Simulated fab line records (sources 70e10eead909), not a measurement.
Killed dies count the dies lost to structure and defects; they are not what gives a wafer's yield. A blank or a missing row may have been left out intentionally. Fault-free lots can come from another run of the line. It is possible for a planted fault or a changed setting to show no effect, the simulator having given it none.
fab line records | flow nand_harc
[record] lots = 11 | wafers = 33 | last_day = 34
route steps=1302 shown A_CHANNEL_HOLE_D1@468 A_CHANNEL_FILL_D1@492
lots untouched by any fault: they come from a run of this same line in which no faults occurred
start_h: the number of hours between the record's first day and the start of the first shown wafer of the lot | wait_h: hours elapsed since this lot's preceding step | " repeats the value in the row above | L1.1+2: a row that stands for several wafers | - no value, or no start given | * or withheld: withheld | < > ~ a bound
route shown NAME@n: NAME is a module with steps in the file, n the number in the route of the first one | usual: average and standard deviation across the fault-free wafers | same: alike in all rows | chamber/n: place in a boat | sites: per-site readings | _std_site: the standard deviation of these | _edge_site: inner sites' mean taken away from outer sites' mean | radius_mm: for every site, how far away it sits from the centre of the wafer | mask NAME#n: copy n | behind: the last tool/chamber to shape the wafer | hold: why the lot was held/for how many hours/how that ended | device: whichever transistor did not switch (one of n, p or np) | end of line: tests of these same wafers at the route's end | a step given without rows: its recipe and nothing more | killed: dies lost to structure and defects at the first sort, not the wafer's yield | map: a wafer's dies, marking killed ones x, the rest . and places with no die _
set.NAME: the setting the step ran with; set.NAME@STEP: the setting that earlier step ran with | model.NAME: the simulator's own value behind a step, which no gauge read
a sample of lots followed through the steps of the route, with each step as a table and each wafer as a row
services: from which hour (start_h, from the record's first day; less than 0 if before it) a tool's chamber was out of use, for how many hours, and why
[[steps]]
[step NHARC_A_CHANNEL_HOLE_D1_ETCH_34]
[recipe] target_depth_a = 1540 | time_s = 77 | cf4_flow_sccm = 100 | chf3_flow_sccm = 30 | ar_flow_sccm = 0 | rf_w = 500 | bias_w = 200 | chemistry = CF4/CHF3
[usual] cf4_flow_sccm = 100.0/0.31 | chamber_pressure_mTorr = 25.000/0.025 | drypump_motor_current_A = 5.7/0.35 | oes_product_au = 0.943/0.02 | rf_vpp_V = 370.5/2.4 | showerhead_plenum_p_Torr = 1.57/0.07 | throttle_valve_pct = 16.803/0.0095
[same] time_s = 77
lot.wafer | tool        | chamber | start_h | wait_h | cf4_flow_sccm | chamber_pressure_mTorr | drypump_motor_current_A | oes_product_au | rf_hours_counter_h | rf_vpp_V | showerhead_plenum_p_Torr | throttle_valve_pct
L186.1    | rie_diel-02 | 2       | -       | -      | 100.5         | 25.011                 | 5.2                     | 0.918          | 13                 | 373.0    | 1.69                     | 16.810
L186.2    | "           | 0       | "       | "      | 99.7          | 25.011                 | 5.9                     | 0.934          | 13                 | 370.6    | 1.56                     | 16.800
L186.4    | "           | 0       | "       | "      | 99.7          | 24.990                 | 5.9                     | 0.931          | -                  | 371.7    | 1.56                     | 16.815
L188.4    | rie_diel-07 | 1       | -       | -      | 100.8         | 25.002                 | 5.3                     | 0.945          | 27                 | 372.8    | 1.69                     | 16.799
L188.2    | "           | 3       | "       | "      | 100.0         | 24.988                 | 5.9                     | 0.950          | 36                 | 369.1    | 1.56                     | 16.805
L188.5    | "           | 2       | "       | "      | 99.7          | 25.017                 | 5.5                     | 0.939          | -                  | 369.2    | 1.55                     | 16.804
L189.2    | rie_diel-01 | 2       | -       | -      | 99.7          | 25.005                 | 5.9                     | 0.966          | 3                  | 372.1    | 1.59                     | 16.808
L189.1    | "           | 3       | "       | "      | 100.0         | 24.989                 | 6.2                     | 0.968          | 3                  | 368.1    | 1.51                     | 16.801
L189.4    | "           | 0       | "       | "      | 100.3         | 25.022                 | 5.4                     | 0.955          | -                  | 369.9    | 1.54                     | 16.814
L190.2    | rie_diel-02 | 0       | -       | -      | 100.1         | 25.012                 | 5.9                     | 0.961          | 0                  | 368.9    | 1.56                     | 16.811
L190.3    | "           | 2       | "       | "      | 100.4         | 24.995                 | 5.3                     | 0.958          | 0                  | 373.4    | 1.68                     | 16.792
L190.5    | "           | 0       | "       | "      | 100.1         | 25.017                 | 5.9                     | 0.954          | -                  | 369.5    | 1.56                     | 16.807
L197.4    | rie_diel-01 | 0       | -       | -      | 100.6         | 25.079                 | 5.3                     | 0.921          | 31                 | 369.7    | 1.53                     | 16.781
L197.6    | "           | 0       | "       | "      | 100.1         | 24.971                 | 5.3                     | 0.916          | -                  | 369.0    | 1.53                     | 16.803
L197.5    | "           | 1       | "       | "      | 99.4          | 25.003                 | 5.6                     | 0.923          | -                  | 370.7    | 1.60                     | 16.813
L198.2    | rie_diel-07 | 2       | -       | -      | 99.3          | 24.974                 | 5.5                     | 0.972          | 9                  | 370.7    | 1.55                     | 16.794
L198.4    | "           | 3       | "       | "      | 100.2         | 24.987                 | 5.8                     | 0.945          | 11                 | 367.7    | 1.55                     | 16.808
L198.5    | "           | 2       | "       | "      | 99.6          | 25.022                 | 5.5                     | 0.972          | -                  | 370.0    | 1.55                     | 16.802
L200.4    | rie_diel-02 | 1       | -       | -      | 100.2         | 24.997                 | 6.1                     | 0.932          | 5                  | 373.3    | 1.66                     | 16.828
L200.1    | "           | 2       | "       | "      | 100.2         | 25.085                 | 5.2                     | 0.905          | 9                  | 374.8    | 1.68                     | 16.791
L200.3    | "           | 3       | "       | "      | 100.5         | 24.990                 | 5.8                     | 0.923          | 9                  | 368.0    | 1.48                     | 16.815
L202.3    | rie_diel-02 | 1       | -       | -      | 100.3         | 25.012                 | 6.2                     | 0.962          | 6                  | 374.6    | 1.66                     | 16.799
L202.2    | "           | 2       | "       | "      | 100.5         | 24.991                 | 5.3                     | 0.959          | 10                 | 374.4    | 1.68                     | 16.798
L202.5    | "           | 0       | "       | "      | 99.9          | 25.004                 | 5.9                     | 0.958          | -                  | 369.8    | 1.56                     | 16.830
L201.3    | rie_diel-07 | 2       | -       | -      | 100.0         | 24.995                 | 5.5                     | 0.949          | 22                 | 369.1    | 1.54                     | 16.813
L201.2    | "           | 0       | "       | "      | 100.1         | 24.997                 | 5.0                     | 0.964          | 20                 | 367.4    | 1.51                     | 16.804
L201.6    | "           | 2       | "       | "      | 100.3         | 24.976                 | 5.5                     | 0.961          | -                  | 367.9    | 1.54                     | 16.808
L203.3    | rie_diel-02 | 0       | -       | -      | 99.6          | 25.017                 | 5.9                     | 0.910          | 11                 | 369.1    | 1.56                     | 16.801
L203.2    | "           | 2       | "       | "      | 100.1         | 25.003                 | 5.3                     | 0.896          | 11                 | 373.4    | 1.68                     | 16.797
L203.6    | "           | 0       | "       | "      | 99.7          | 24.971                 | 5.9                     | 0.917          | -                  | 369.6    | 1.56                     | 16.799
L207.1    | rie_diel-01 | 1       | -       | -      | 100.4         | 25.040                 | 5.6                     | 0.951          | 9                  | 371.2    | 1.59                     | 16.810
L207.3    | "           | 2       | "       | "      | 99.5          | 25.001                 | 5.9                     | 0.953          | 12                 | 369.6    | 1.57                     | 16.792
L207.5    | "           | 2       | "       | "      | 100.0         | 25.002                 | 5.9                     | 0.954          | -                  | 370.0    | 1.57                     | 16.802
[step NHARC_A_CHANNEL_HOLE_D1_ETCH_20]
[recipe] bias_v = 3000 | source_w = withheld | pressure_mtorr = 20 | time_s = 361.9 | ar_flow_sccm = 375 | c4f8_flow_sccm = 89.3 | o2_flow_sccm = 35.7 | temp_c = -20 | target_depth_a = 16000 | chemistry = C4F8/O2/Ar
[usual] chamber_pressure_mTorr = 19.999/0.021 | drypump_motor_current_A = 5.85/0.14 | he_backside_leak_sccm = 5.8/0.43 | o2_flow_sccm = 35.68/0.11 | showerhead_plenum_p_Torr = 3.60/0.14 | throttle_valve_pct = 32.155/0.0095
[same] time_s = 361.9
lot.wafer | tool        | chamber | start_h | wait_h | chamber_pressure_mTorr | drypump_motor_current_A | he_backside_leak_sccm | o2_flow_sccm | rf_hours_counter_h | showerhead_plenum_p_Torr | throttle_valve_pct
L186.2    | har_etch-01 | 1       | 192.62  | 0.1    | 19.976                 | 5.74                    | 5.3                   | 35.70        | 91                 | 3.54                     | 32.156
L186.1    | "           | 0       | "       | "      | 19.991                 | 6.01                    | 5.1                   | 35.57        | 91                 | 3.73                     | 32.153
L186.4    | "           | 1       | "       | "      | 20.028                 | 5.74                    | 5.6                   | 35.62        | -                  | 3.54                     | 32.155
L188.2    | har_etch-01 | 0       | 216.30  | 0.1    | 20.000                 | 6.01                    | 5.5                   | 35.70        | 107                | 3.72                     | 32.152
L188.4    | "           | 1       | "       | "      | 19.989                 | 5.70                    | 5.6                   | 35.73        | -                  | 3.53                     | 32.133
L188.5    | "           | 1       | "       | "      | 20.009                 | 5.72                    | 5.9                   | 35.65        | -                  | 3.53                     | 32.150
L189.2    | har_etch-01 | 1       | 227.16  | 0.1    | 20.003                 | 5.74                    | 5.7                   | 35.63        | 114                | 3.53                     | 32.145
L189.1    | "           | 0       | "       | "      | 20.023                 | 6.00                    | 5.3                   | 35.72        | 114                | 3.72                     | 32.150
L189.4    | "           | 1       | "       | "      | 19.975                 | 5.73                    | 5.6                   | 35.55        | -                  | 3.53                     | 32.148
L190.2    | har_etch-01 | 1       | 236.06  | 0.1    | 20.019                 | 5.73                    | 5.6                   | 35.83        | 122                | 3.53                     | 32.167
L190.3    | "           | 0       | "       | "      | 19.973                 | 6.02                    | 5.7                   | 35.67        | -                  | 3.71                     | 32.161
L190.5    | "           | 0       | "       | "      | 20.017                 | 6.03                    | 5.5                   | 35.70        | -                  | 3.71                     | 32.156
L197.4    | har_etch-01 | 0       | 304.13  | 0.2    | 19.990                 | 6.02                    | 5.7                   | 35.76        | -                  | 3.69                     | 32.138
L197.5    | "           | 1       | "       | "      | 19.978                 | 5.72                    | 5.4                   | 35.49        | -                  | 3.51                     | 32.156
L197.6    | "           | 0       | "       | "      | 19.978                 | 6.03                    | 5.4                   | 35.65        | -                  | 3.69                     | 32.140
L198.2    | har_etch-01 | 0       | 324.23  | 0.1    | 20.027                 | 6.01                    | 5.7                   | 35.84        | 168                | 3.69                     | 32.155
L198.4    | "           | 1       | "       | "      | 19.995                 | 5.76                    | 5.7                   | 35.74        | -                  | 3.50                     | 32.152
L198.5    | "           | 0       | "       | "      | 19.998                 | 6.00                    | 5.6                   | 35.66        | -                  | 3.69                     | 32.154
L200.1    | har_etch-01 | 1       | 340.22  | 0.1    | 19.972                 | 5.72                    | 5.5                   | 35.61        | 183                | 3.49                     | 32.140
L200.3    | "           | 0       | "       | "      | 20.001                 | 6.03                    | 5.6                   | 35.76        | -                  | 3.68                     | 32.152
L200.4    | "           | 1       | "       | "      | 20.010                 | 5.73                    | 5.7                   | 35.61        | -                  | 3.49                     | 32.145
L202.2    | har_etch-01 | 1       | 357.58  | 0.1    | 20.019                 | 5.74                    | 5.8                   | 35.75        | 187                | 3.49                     | 32.159
L202.3    | "           | 1       | "       | "      | 19.993                 | 5.72                    | 6.0                   | 35.80        | -                  | 3.49                     | 32.150
L202.5    | "           | 1       | "       | "      | 20.010                 | 5.72                    | 5.8                   | 35.60        | -                  | 3.49                     | 32.146
L201.2    | har_etch-02 | 0       | 357.81  | 0.1    | 20.013                 | 5.93                    | 6.5                   | 35.81        | 398                | 3.51                     | 32.161
L201.3    | "           | 0       | "       | "      | 19.999                 | 5.91                    | 6.4                   | 35.83        | -                  | 3.51                     | 32.164
L201.6    | "           | 0       | "       | "      | 20.036                 | 5.92                    | 6.7                   | 35.72        | -                  | 3.51                     | 32.146
L203.2    | har_etch-01 | 0       | 374.15  | 0.1    | 19.971                 | 6.02                    | 5.8                   | 35.69        | 199                | 3.67                     | 32.160
L203.3    | "           | 0       | "       | "      | 20.007                 | 6.02                    | 5.6                   | 35.64        | -                  | 3.67                     | 32.157
L203.6    | "           | 0       | "       | "      | 20.010                 | 6.03                    | 5.8                   | 35.74        | -                  | 3.67                     | 32.156
L207.1    | har_etch-01 | 1       | 419.33  | 0.1    | 20.023                 | 5.73                    | 6.1                   | 35.84        | 233                | 3.47                     | 32.144
L207.3    | "           | 1       | "       | "      | 20.032                 | 5.73                    | 5.9                   | 35.72        | -                  | 3.47                     | 32.157
L207.5    | "           | 0       | "       | "      | 19.999                 | 5.99                    | 5.6                   | 35.70        | -                  | 3.65                     | 32.164
[step NHARC_A_CHANNEL_FILL_D1_ALD_02]
[recipe] target_thk_a = 60 | pulse_time_s = 10 | ald_cycles = 60 | temp_c = 300 | material = SiO2
[usual] ald_cycles = 60/0 | heater_power_outer_w = 267/42 | heater_power_w = 474/57 | precursor_pulse_height_rel = 1.004/0.018
lot.wafer | tool      | chamber | start_h | wait_h | ald_cycles | heater_power_outer_w | heater_power_w | precursor_pulse_height_rel
L186.1    | ald_hk-01 | 3       | 202.84  | -      | 60         | 232                  | 418            | 1.018
L186.2    | "         | 0       | "       | "      | 60         | 224                  | 381            | 0.992
L186.4    | "         | 1       | "       | "      | 60         | 322                  | 539            | 1.023
L188.4    | ald_hk-02 | 0       | 222.21  | -      | 47         | 273                  | 506            | 1.003
L188.2    | "         | 2       | "       | "      | 47         | 309                  | 523            | 1.012
L188.5    | "         | 0       | "       | "      | 60         | 273                  | 495            | 0.981
L189.1    | ald_hk-02 | 1       | 233.00  | -      | 60         | 323                  | 527            | 1.019
L189.4    | "         | 2       | "       | "      | 47         | 312                  | 547            | 1.005
L189.2    | "         | 3       | "       | "      | 47         | 211                  | 399            | 0.984
L190.2    | ald_hk-02 | 2       | 244.24  | -      | 47         | 303                  | 536            | 1.009
L190.3    | "         | 3       | "       | "      | 47         | 209                  | 389            | 1.001
L190.5    | "         | 1       | "       | "      | 60         | 330                  | 525            | 1.016
L197.4    | ald_hk-02 | 0       | 309.82  | -      | 60         | 279                  | 500            | 1.026
L197.6    | "         | 3       | "       | "      | 60         | 203                  | 393            | 1.021
L197.5    | "         | 0       | "       | "      | 60         | 277                  | 509            | 0.982
L198.4    | ald_hk-02 | 0       | 330.11  | -      | 60         | 271                  | 501            | 1.026
L198.2    | "         | 2       | "       | "      | 60         | 307                  | 539            | 0.969
L198.5    | "         | 3       | "       | "      | 60         | 210                  | 384            | 1.028
L200.4    | ald_hk-03 | 0       | 346.01  | -      | 60         | 235                  | 417            | 1.016
L200.1    | "         | 1       | "       | "      | 60         | 220                  | 409            | 1.003
L200.3    | "         | 2       | "       | "      | 60         | 246                  | 431            | 0.985
L202.2    | ald_hk-02 | 0       | 363.42  | -      | 60         | 274                  | 516            | 0.995
L202.3    | "         | 2       | "       | "      | 60         | 290                  | 531            | 1.005
L202.5    | "         | 1       | "       | "      | 60         | 304                  | 520            | 0.996
L201.3    | ald_hk-02 | 1       | 364.88  | -      | 60         | 310                  | 516            | 1.036
L201.2    | "         | 0       | "       | "      | 60         | 273                  | 490            | 1.022
L201.6    | "         | 1       | "       | "      | 60         | 309                  | 509            | 1.007
L203.3    | ald_hk-02 | 1       | 380.13  | -      | 60         | 311                  | 501            | 0.971
L203.2    | "         | 2       | "       | "      | 60         | 307                  | 529            | 1.047
L203.6    | "         | 3       | "       | "      | 60         | 199                  | 372            | 1.006
L207.3    | ald_hk-03 | 0       | 425.34  | -      | 60         | 223                  | 419            | 1.007
L207.1    | "         | 2       | "       | "      | 60         | 243                  | 448            | 1.022
L207.5    | "         | 3       | "       | "      | 60         | 306                  | 534            | 1.000
[step NHARC_A_CHANNEL_FILL_D1_ALD_16]
[recipe] target_thk_a = 15 | pulse_time_s = 10 | ald_cycles = 15 | temp_c = 300 | material = SiO2
[usual] ald_cycles = 15/0 | heater_power_outer_w = 264/40 | heater_power_w = 463/61 | precursor_pulse_height_rel = 1.000/0.02
lot.wafer | tool      | chamber | start_h | wait_h | ald_cycles | heater_power_outer_w | heater_power_w | precursor_pulse_height_rel
L186.1    | ald_hk-02 | 0       | 215.08  | 0.2    | 15         | 274                  | 494            | 0.988
L186.4    | "         | 1       | "       | "      | 15         | 326                  | 546            | 0.997
L186.2    | "         | 2       | "       | "      | 15         | 309                  | 516            | 1.016
L188.2    | ald_hk-03 | 0       | 234.36  | 0.1    | 15         | 235                  | 425            | 1.035
L188.4    | "         | 1       | "       | "      | 15         | 209                  | 404            | 1.006
L188.5    | "         | 0       | "       | "      | 15         | 230                  | 415            | 1.009
L189.1    | ald_hk-02 | 3       | 245.07  | 0.0    | 15         | 208                  | 382            | 0.993
L189.4    | "         | 0       | "       | "      | 15         | 277                  | 492            | 1.021
L189.2    | "         | 1       | "       | "      | 15         | 325                  | 522            | 1.002
L190.3    | ald_hk-03 | 2       | 258.04  | 0.0    | 15         | 240                  | 432            | 0.994
L190.2    | "         | 3       | "       | "      | 15         | 297                  | 525            | 1.000
L190.5    | "         | 3       | "       | "      | 15         | 290                  | 521            | 1.024
L197.4    | ald_hk-03 | 3       | 322.50  | 0.5    | 15         | 301                  | 524            | 1.036
L197.6    | "         | 2       | "       | "      | 15         | 237                  | 432            | 0.976
L197.5    | "         | 3       | "       | "      | 15         | 291                  | 529            | 1.011
L198.2    | ald_hk-01 | 1       | 342.31  | 0.1    | 15         | 326                  | 571            | 0.988
L198.4    | "         | 2       | "       | "      | 15         | 260                  | 435            | 1.003
L198.5    | "         | 3       | "       | "      | 15         | 236                  | 424            | 0.999
L200.4    | ald_hk-03 | 3       | 358.16  | 0.0    | 15         | 298                  | 526            | 1.004
L200.3    | "         | 0       | "       | "      | 15         | 233                  | 416            | 1.013
L200.1    | "         | 2       | "       | "      | 15         | 244                  | 430            | 0.957
L202.2    | ald_hk-01 | 1       | 375.62  | 0.0    | 15         | 335                  | 567            | 1.005
L202.3    | "         | 0       | "       | "      | 15         | 227                  | 393            | 1.012
L202.5    | "         | 2       | "       | "      | 15         | 266                  | 441            | 1.008
L201.2    | ald_hk-03 | 0       | 375.67  | 0.1    | 15         | 231                  | 427            | 0.982
L201.3    | "         | 1       | "       | "      | 15         | 215                  | 409            | 1.012
L201.6    | "         | 2       | "       | "      | 15         | 250                  | 439            | 1.000
L203.3    | ald_hk-02 | 2       | 392.16  | 0.0    | 15         | 300                  | 523            | 1.003
L203.2    | "         | 3       | "       | "      | 15         | 202                  | 392            | 0.979
L203.6    | "         | 3       | "       | "      | 15         | 201                  | 385            | 0.986
L207.3    | ald_hk-01 | 3       | 437.96  | 0.0    | 15         | 239                  | 437            | 0.989
L207.1    | "         | 0       | "       | "      | 15         | 227                  | 387            | 0.982
L207.5    | "         | 0       | "       | "      | 15         | 223                  | 380            | 1.011
[[services]]
tool        | chamber | start_h | hours | kind
ald_hk-02   | -       | 170.02  | 10.0  | pm
ald_hk-02   | 0       | 170.02  | 10.0  | vent_cycle
ald_hk-02   | 1       | 170.02  | 10.0  | vent_cycle
ald_hk-02   | 2       | 170.02  | 10.0  | vent_cycle
ald_hk-02   | 3       | 170.02  | 10.0  | vent_cycle
ald_hk-02   | 0       | 180.02  | -     | clean
ald_hk-02   | 1       | 180.02  | -     | clean
ald_hk-02   | 2       | 180.02  | -     | clean
rie_diel-02 | 1       | 182.95  | 24.7  | repair
rie_diel-01 | 1       | 199.62  | 19.6  | repair
rie_diel-01 | -       | 205.41  | 9.0   | pm
ald_hk-03   | -       | 212.44  | 10.0  | pm
rie_diel-02 | -       | 216.70  | 9.0   | pm
rie_diel-02 | 1       | 242.68  | 32.1  | repair
rie_diel-07 | -       | 296.83  | 9.0   | pm
ald_hk-01   | -       | 303.25  | 10.0  | pm
rie_diel-01 | 0       | 349.82  | 14.4  | repair
rie_diel-07 | 2       | 364.79  | 12.7  | repair
har_etch-02 | -       | 382.62  | 17.0  | pm
rie_diel-01 | -       | 383.18  | 9.0   | pm
ald_hk-03   | -       | 390.44  | 10.0  | pm
rie_diel-02 | -       | 393.70  | 9.0   | pm
rie_diel-01 | 0       | 397.08  | 3.2   | repair
rie_diel-07 | 2       | 418.06  | 6.2   | repair
[[key]]
[first_sign] step = NHARC_A_CHANNEL_FILL_D1_ALD_02 | reading = ald_cycles | direction = down | sigmas = 99+ | usual = 60 | struck = 47
effect none on later readings
met_at NHARC_A_CHANNEL_FILL_D1_ALD_02
struck_lots L188,L189,L190
struck_wafers L188.2,L188.4,L189.2,L189.4,L190.2,L190.3
tester_left_out L188,L189,L190
not_acting_at NHARC_A_CHANNEL_HOLE_D1_ETCH_34,NHARC_A_CHANNEL_HOLE_D1_ETCH_20,NHARC_A_CHANNEL_FILL_D1_ALD_16
[fault] kind = process_parameter_drift | tool = ald_hk-02 | chamber = - | onset_h = 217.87 | steps = NHARC_A_CHANNEL_FILL_D1_ALD_02 | channel = ald_cycles | offset = -13 | shape = step | end_h = 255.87 | scope = struck_wafers_only | acts_in = these_recipes_only | stated = 60
// tester_left_out: of these lots the tester's yield and bins aren't shown, on N5 and GAA mostly nor the transistor test; their killed dies are dies lost to structure and defects alone, not to doping, threshold or leakage, so they don't give the yield
